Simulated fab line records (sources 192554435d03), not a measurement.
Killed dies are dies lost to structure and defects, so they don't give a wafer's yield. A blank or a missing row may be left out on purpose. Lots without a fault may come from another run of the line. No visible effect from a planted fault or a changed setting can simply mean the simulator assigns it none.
Matching of chambers	flow n5Finfet	rieDiel-01 running N5_BEOL_M6_STRIP_36: 4 sister chambers
The step strips in N2/H2. 8 wafers are shown with their chamber, then 9 later ones without.

== WAFERS PAIRED WITH THEIR CHAMBERS ==
wafer	chamber	throttleValvePct (%)	showerheadPlenumPTorr (Torr)
L085.3	0	23.5	2.41
L085.4	1	23.1	2.42
L085.5	0	23.5	2.40
L089.1	2	23.4	2.55
L089.6	3	24.1	2.45
L091.4	1	23.1	2.41
L091.5	2	23.5	2.55
L091.6	3	24.1	2.44

== WAFERS WITHOUT THEIR CHAMBER ==
wafer	throttleValvePct (%)	showerheadPlenumPTorr (Torr)
L093.1	23.5	2.55
L093.2	23.1	2.41
L093.5	23.1	2.41
L095.4	23.5	2.54
L095.5	23.1	2.41
L095.6	23.5	2.40
L097.2	24.1	2.44
L097.3	23.5	2.40
L097.5	23.5	2.54

== THE CHAMBER EACH PASSED THROUGH ==
wafer	from the rows above	in truth
L093.1	2	2
L093.2	1	1
L093.5	1	1
L095.4	2	2
L095.5	1	1
L095.6	0	0
L097.2	3	3
L097.3	0	0
L097.5	2	2
Correct placement for 9 of the 9. Not placeable from these rows: 0. Number placed wrongly: 0.
How it was worked out, from the rows above alone: a wafer's distance from a chamber is the root of the sum, over the readings, of the square of ((its reading less the chamber's mean) divided by the reading's scatter). If the next closest chamber is less than 2 further off than the closest, the wafer can't be placed; otherwise it belongs to the closest. For every chamber, the mean is computed from those of its wafers that are shown. The scatter: the root of (the sum of the squares of (reading less its chamber's mean) over the shown wafers, divided by (wafers less chambers)).
